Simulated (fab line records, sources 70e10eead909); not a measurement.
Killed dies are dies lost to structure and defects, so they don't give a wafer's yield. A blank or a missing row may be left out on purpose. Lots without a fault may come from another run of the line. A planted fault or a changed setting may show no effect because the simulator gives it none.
fab line records | flow nand_harc
record lots=6 wafers=18 last_day=31
route steps=1302 shown A_ONON_D1@424 END@1302
lots that met no fault: from a run of the same line without faults
start_h: hours from the record's first day to the start of the lot's first wafer shown | wait_h: hours since the lot's step before | " the same as in the row above | L1.1+2: a row that stands for several wafers | - no value, or no start given | * or withheld: withheld | < > ~ a bound
route shown NAME@n: a module of which the file shows steps, and the number in the route of the first | usual: mean/standard deviation of fault-free wafers | same: alike in all rows | chamber/n: place in a boat | sites: the reading at each site | _std_site: their standard deviation | _edge_site: outer sites' mean less inner sites' | radius_mm: how far each site lies from the wafer's centre | mask NAME#n: copy n | behind: the tool/chamber that last shaped the wafer | hold: why the lot was held/for how many hours/how that ended | device: the transistor (n, p or np) that didn't switch | end of line: the same wafers' tests at the end of the route | a step without rows: its recipe alone | killed: dies lost to structure and defects at the first sort, not the wafer's yield | map: a wafer's dies, x killed, . not, _ none there
set.NAME: the setting as run; set.NAME@STEP: as run at that earlier step | model.NAME: the simulator's own value behind a step, which no gauge read
lots at some steps of the route; a table a step, a row a wafer
services: from which hour (start_h, from the record's first day; less than 0 if before it) a tool's chamber was out of use, for how many hours, and why
## steps
# step NHARC_A_ONON_D1_DEP_00
# recipe target_thk_a=10000 n2_flow_sccm=2750 n2o_flow_sccm=2000 nh3_flow_sccm=500 sih4_flow_sccm=210 temp_c=400
# step NHARC_A_ONON_D1_THK_MEAS_02
# recipe thk_meas_gauge=ellipsometry
# usual thk_nm=998/11
# columns lot.wafer tool chamber start_h wait_h thk_nm
L813.1 film_metro-01 - 187.87 - 1025
L813.4 " - " " 1025
L813.5 " - " " 1024
L815.2 film_metro-01 - 219.55 - 1015
L815.3 " - " " 1015
L815.5 " - " " 1015
L818.2 film_metro-02 - 236.77 - 993
L818.3 " - " " 993
L818.4 " - " " 992
L817.1 film_metro-02 - 236.78 - 994
L817.4 " - " " 996
L817.5 " - " " 995
L820.1 film_metro-01 - 265.79 - 1001
L820.2 " - " " 1002
L820.5 " - " " 1002
L829.3 film_metro-01 - 351.71 - 982
L829.5 " - " " 983
L829.6 " - " " 982
# step NHARC_A_ONON_D1_DEP_03
# recipe target_thk_a=10000 n2_flow_sccm=2750 n2o_flow_sccm=2000 nh3_flow_sccm=500 sih4_flow_sccm=210 temp_c=400
# step NHARC_A_ONON_D1_THK_MEAS_05
# recipe thk_meas_gauge=ellipsometry
# usual thk_nm=1001/12
# columns lot.wafer tool chamber start_h wait_h thk_nm
L813.1 film_metro-01 - 188.57 - 971
L813.4 " - " " 971
L813.5 " - " " 971
L815.2 film_metro-01 - 220.11 - 1001
L815.3 " - " " 1000
L815.5 " - " " 1002
L818.2 film_metro-01 - 237.33 - 1025
L818.3 " - " " 1025
L818.4 " - " " 1025
L817.1 film_metro-02 - 237.35 - 998
L817.4 " - " " 998
L817.5 " - " " 999
L820.1 film_metro-02 - 266.36 - 1007
L820.2 " - " " 1009
L820.5 " - " " 1008
L829.3 film_metro-02 - 352.28 - 1010
L829.5 " - " " 1007
L829.6 " - " " 1008
# step NHARC_A_ONON_D1_DEP_06
# recipe target_thk_a=10000 n2_flow_sccm=2750 n2o_flow_sccm=2000 nh3_flow_sccm=500 sih4_flow_sccm=210 temp_c=400
# step NHARC_A_ONON_D1_THK_MEAS_08
# recipe thk_meas_gauge=ellipsometry
# usual thk_nm=996/8
# columns lot.wafer tool chamber start_h wait_h thk_nm
L813.1 film_metro-02 - 189.29 - 1007
L813.4 " - " " 1006
L813.5 " - " " 1005
L815.2 film_metro-01 - 220.67 - 1008
L815.3 " - " " 1007
L815.5 " - " " 1008
L818.2 film_metro-01 - 237.90 - 1008
L818.3 " - " " 1007
L818.4 " - " " 1006
L817.1 film_metro-02 - 237.92 - 986
L817.4 " - " " 985
L817.5 " - " " 983
L820.1 film_metro-02 - 266.94 - 990
L820.2 " - " " 988
L820.5 " - " " 987
L829.3 film_metro-02 - 352.85 - 997
L829.5 " - " " 996
L829.6 " - " " 996
# step NHARC_A_ONON_D1_DEP_09
# recipe target_thk_a=10000 n2_flow_sccm=2750 n2o_flow_sccm=2000 nh3_flow_sccm=500 sih4_flow_sccm=210 temp_c=400
# step NHARC_A_ONON_D1_THK_MEAS_11
# recipe thk_meas_gauge=ellipsometry
# usual thk_nm=1002/8.9
# columns lot.wafer tool chamber start_h wait_h thk_nm
L813.1 film_metro-02 - 189.99 - 1015
L813.4 " - " " 1015
L813.5 " - " " 1015
L815.2 film_metro-02 - 221.24 - 993
L815.3 " - " " 991
L815.5 " - " " 992
L818.2 film_metro-02 - 238.46 - 1015
L818.3 " - " " 1016
L818.4 " - " " 1017
L817.1 film_metro-01 - 238.48 - 1002
L817.4 " - " " 1002
L817.5 " - " " 998
L820.1 film_metro-02 - 267.50 - 1002
L820.2 " - " " 1001
L820.5 " - " " 1001
L829.3 film_metro-02 - 353.42 - 999
L829.5 " - " " 999
L829.6 " - " " 998
# step NHARC_A_ONON_D1_DEP_12
# recipe target_thk_a=10000 n2_flow_sccm=2750 n2o_flow_sccm=2000 nh3_flow_sccm=500 sih4_flow_sccm=210 temp_c=400
# step NHARC_A_ONON_D1_THK_MEAS_14
# recipe thk_meas_gauge=ellipsometry
# usual thk_nm=998/9.4
# columns lot.wafer tool chamber start_h wait_h thk_nm
L813.1 film_metro-02 - 190.56 - 1020
L813.4 " - " " 1021
L813.5 " - " " 1021
L815.2 film_metro-01 - 221.81 - 998
L815.3 " - " " 999
L815.5 " - " " 999
L818.2 film_metro-02 - 239.02 - 986
L818.3 " - " " 985
L818.4 " - " " 986
L817.1 film_metro-02 - 239.05 - 1007
L817.4 " - " " 1008
L817.5 " - " " 1007
L820.1 film_metro-01 - 268.09 - 989
L820.2 " - " " 990
L820.5 " - " " 990
L829.3 film_metro-01 - 353.98 - 1013
L829.5 " - " " 1010
L829.6 " - " " 1010
# step NHARC_A_ONON_D1_ANNEAL_15
# recipe temp_c=750 time_s=3600
# step NHARC_A_ONON_D1_DEP_16
# recipe target_thk_a=10000 n2_flow_sccm=2750 n2o_flow_sccm=2000 nh3_flow_sccm=500 sih4_flow_sccm=210 temp_c=400
# columns lot.wafer tool chamber start_h wait_h
L813.1+4+5 pecvd_onon-01 0 199.18 0.1
L815.2+3+5 pecvd_onon-04 0 229.39 0.1
L817.1+4+5 pecvd_onon-04 0 246.30 0.1
L818.2+3+4 pecvd_onon-02 0 246.36 0.1
L820.1+2+5 pecvd_onon-04 0 275.85 0.1
L829.3+5+6 pecvd_onon-01 0 363.67 0.2
# step NHARC_A_ONON_D1_THK_MEAS_18
# recipe thk_meas_gauge=ellipsometry
# usual thk_nm=1001/11
# columns lot.wafer tool chamber start_h wait_h thk_nm
L813.1 film_metro-01 - 199.69 - 1003
L813.4 " - " " 1000
L813.5 " - " " 1001
L815.2 film_metro-01 - 229.84 - 1004
L815.3 " - " " 1004
L815.5 " - " " 1005
L818.2 film_metro-01 - 246.82 - 1003
L818.3 " - " " 1002
L818.4 " - " " 1002
L817.1 film_metro-02 - 246.82 - 346
L817.4 " - " " 345
L817.5 " - " " 345
L820.1 film_metro-02 - 276.36 - 309
L820.2 " - " " 309
L820.5 " - " " 310
L829.3 film_metro-01 - 364.07 - 1012
L829.5 " - " " 1013
L829.6 " - " " 1014
# step NHARC_A_ONON_D1_DEP_19
# recipe target_thk_a=10000 n2_flow_sccm=2750 n2o_flow_sccm=2000 nh3_flow_sccm=500 sih4_flow_sccm=210 temp_c=400
# step NHARC_END_SORT_01
# recipe temp_c=25
# usual killed_at_array=56/21 killed_at_other=1.2/1.6 killed_at_periphery=3.7/2.5 killed_dies=61/21 killed_open=3.1/1.8 killed_short=2.8/1.7
# same gross_dies=677
# columns lot.wafer tool chamber start_h wait_h killed_at_array killed_at_other killed_at_periphery killed_dies killed_open killed_short
L817.1 prober-02 0 634.08 2.4 669 5 3 677 2 2
L817.4 prober-02 0 636.49 3.4 675 0 2 677 3 4
L817.5 prober-02 0 637.29 3.7 672 0 5 677 5 2
L820.1 prober-01 0 660.44 2.5 670 4 3 677 3 4
L820.2 prober-01 0 661.25 2.8 670 4 3 677 2 2
L820.5 prober-01 0 663.67 3.7 671 2 4 677 3 3
# killed by level:class
L817.1 A_ONON_D1:area_dep=591 A_CHANNEL_HOLE_D2:chamber_film_flake=32 A_SLIT:chamber_film_flake=27 A_CONTACT:chamber_film_flake=4 THIN_TSV:chamber_film_flake=4 A_DECK1_JOINT:chamber_film_flake=3 A_CHANNEL_HOLE_D1:chamber_film_flake=3 A_CHANNEL_FILL_D2:chamber_film_flake=3
L817.4 A_ONON_D1:area_dep=589 A_CHANNEL_HOLE_D2:chamber_film_flake=37 A_SLIT:chamber_film_flake=24 A_CONTACT:chamber_film_flake=6 A_CHANNEL_HOLE_D1:chamber_film_flake=3 A_CHANNEL_FILL_D1:chamber_film_flake=3 A_WL_FILL:geometric_particle:short=2 A_DECK1_JOINT:chamber_film_flake=2
L817.5 A_ONON_D1:area_dep=604 A_CHANNEL_HOLE_D2:chamber_film_flake=29 A_SLIT:chamber_film_flake=19 A_CONTACT:chamber_film_flake=5 A_CHANNEL_HOLE_D1:chamber_film_flake=4 P_CONTACT:geometric_particle:open=2 A_DECK1_JOINT:chamber_film_flake=2 A_WL_FILL:chamber_film_flake=2
L820.1 A_ONON_D1:area_dep=642 A_CHANNEL_HOLE_D2:chamber_film_flake=15 A_CHANNEL_HOLE_D1:chamber_film_flake=5 THIN_TSV:chamber_film_flake=4 A_STAIRCASE:chamber_film_flake=2 P_GATE:geometric_particle:open=1 P_CONTACT:geometric_particle:short=1 A_CHANNEL_FILL_D1:geometric_particle:short=1
L820.2 A_ONON_D1:area_dep=636 A_CHANNEL_HOLE_D2:chamber_film_flake=18 A_CHANNEL_HOLE_D1:chamber_film_flake=7 THIN_TSV:chamber_film_flake=4 A_SLIT:chamber_film_flake=3 P_GATE:chamber_film_flake=2 P_CONTACT:geometric_particle:open=1 A_DECK1_JOINT:geometric_particle:short=1
L820.5 A_ONON_D1:area_dep=643 A_CHANNEL_HOLE_D2:chamber_film_flake=18 P_GATE:chamber_film_flake=3 A_CHANNEL_HOLE_D1:chamber_film_flake=3 A_DECK1_JOINT:geometric_particle:short=2 THIN_TSV:chamber_film_flake=2 P_STI:geometric_particle:open=1 A_WL_FILL:geometric_particle:short=1
# map L817.1 (x killed, . not)
____________x____________
_________xxxxxxx_________
_______xxxxxxxxxxx_______
______xxxxxxxxxxxxx______
_____xxxxxxxxxxxxxxx_____
____xxxxxxxxxxxxxxxxx____
____xxxxxxxxxxxxxxxxx____
___xxxxxxxxxxxxxxxxxxx___
___xxxxxxxxxxxxxxxxxxx___
__xxxxxxxxxxxxxxxxxxxxx__
__xxxxxxxxxxxxxxxxxxxxx__
_xxxxxxxxxxxxxxxxxxxxxxx_
_xxxxxxxxxxxxxxxxxxxxxxx_
_xxxxxxxxxxxxxxxxxxxxxxx_
_xxxxxxxxxxxxxxxxxxxxxxx_
_xxxxxxxxxxxxxxxxxxxxxxx_
xxxxxxxxxxxxxxxxxxxxxxxxx
xxxxxxxxxxxxxxxxxxxxxxxxx
xxxxxxxxxxxxxxxxxxxxxxxxx
xxxxxxxxxxxxxxxxxxxxxxxxx
xxxxxxxxxxxxxxxxxxxxxxxxx
_xxxxxxxxxxxxxxxxxxxxxxx_
_xxxxxxxxxxxxxxxxxxxxxxx_
_xxxxxxxxxxxxxxxxxxxxxxx_
_xxxxxxxxxxxxxxxxxxxxxxx_
_xxxxxxxxxxxxxxxxxxxxxxx_
__xxxxxxxxxxxxxxxxxxxxx__
__xxxxxxxxxxxxxxxxxxxxx__
___xxxxxxxxxxxxxxxxxxx___
___xxxxxxxxxxxxxxxxxxx___
____xxxxxxxxxxxxxxxxx____
____xxxxxxxxxxxxxxxxx____
_____xxxxxxxxxxxxxxx_____
______xxxxxxxxxxxxx______
_______xxxxxxxxxxx_______
_________xxxxxxx_________
____________x____________
# map L820.1 (x killed, . not)
____________x____________
_________xxxxxxx_________
_______xxxxxxxxxxx_______
______xxxxxxxxxxxxx______
_____xxxxxxxxxxxxxxx_____
____xxxxxxxxxxxxxxxxx____
____xxxxxxxxxxxxxxxxx____
___xxxxxxxxxxxxxxxxxxx___
___xxxxxxxxxxxxxxxxxxx___
__xxxxxxxxxxxxxxxxxxxxx__
__xxxxxxxxxxxxxxxxxxxxx__
_xxxxxxxxxxxxxxxxxxxxxxx_
_xxxxxxxxxxxxxxxxxxxxxxx_
_xxxxxxxxxxxxxxxxxxxxxxx_
_xxxxxxxxxxxxxxxxxxxxxxx_
_xxxxxxxxxxxxxxxxxxxxxxx_
xxxxxxxxxxxxxxxxxxxxxxxxx
xxxxxxxxxxxxxxxxxxxxxxxxx
xxxxxxxxxxxxxxxxxxxxxxxxx
xxxxxxxxxxxxxxxxxxxxxxxxx
xxxxxxxxxxxxxxxxxxxxxxxxx
_xxxxxxxxxxxxxxxxxxxxxxx_
_xxxxxxxxxxxxxxxxxxxxxxx_
_xxxxxxxxxxxxxxxxxxxxxxx_
_xxxxxxxxxxxxxxxxxxxxxxx_
_xxxxxxxxxxxxxxxxxxxxxxx_
__xxxxxxxxxxxxxxxxxxxxx__
__xxxxxxxxxxxxxxxxxxxxx__
___xxxxxxxxxxxxxxxxxxx___
___xxxxxxxxxxxxxxxxxxx___
____xxxxxxxxxxxxxxxxx____
____xxxxxxxxxxxxxxxxx____
_____xxxxxxxxxxxxxxx_____
______xxxxxxxxxxxxx______
_______xxxxxxxxxxx_______
_________xxxxxxx_________
____________x____________
## services
# columns tool chamber start_h hours kind
pecvd_onon-02 - 185.61 13.0 pm
pecvd_onon-01 - 269.07 13.0 pm
pecvd_onon-04 - 311.24 13.0 pm
## key
first_sign step=NHARC_A_ONON_D1_THK_MEAS_18 reading=thk_nm direction=down sigmas=64 usual=1001 struck=327
effect step=NHARC_END_SORT_01 reading=killed_at_array direction=up sigmas=29 usual=56 struck=671
more_kills_born_at NHARC_A_ONON_D1_DEP_16@pecvd_onon-04=3705
met_at NHARC_A_ONON_D1_DEP_16
struck_wafers L817.1,L817.4,L817.5,L820.1,L820.2,L820.5
later_rows_left_out L817.1,L817.4,L817.5,L820.1,L820.2,L820.5
tester_left_out L817,L820
onset_between 229.39 246.30
fault kind=process_parameter_drift tool=pecvd_onon-04 chamber=0 onset_h=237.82 steps=NHARC_A_ONON_D1_DEP_16 channel=target_thk_a offset=* shape=step end_h=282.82 acts_in=* stated=*
# tester_left_out: of these lots the tester's yield and bins aren't shown, on N5 and GAA mostly nor the transistor test; their killed dies are dies lost to structure and defects alone, not to doping, threshold or leakage, so they don't give the yield
# later_rows_left_out: the simulator's readings of these wafers behind a module that went badly wrong aren't trusted and aren't shown, but for the sort
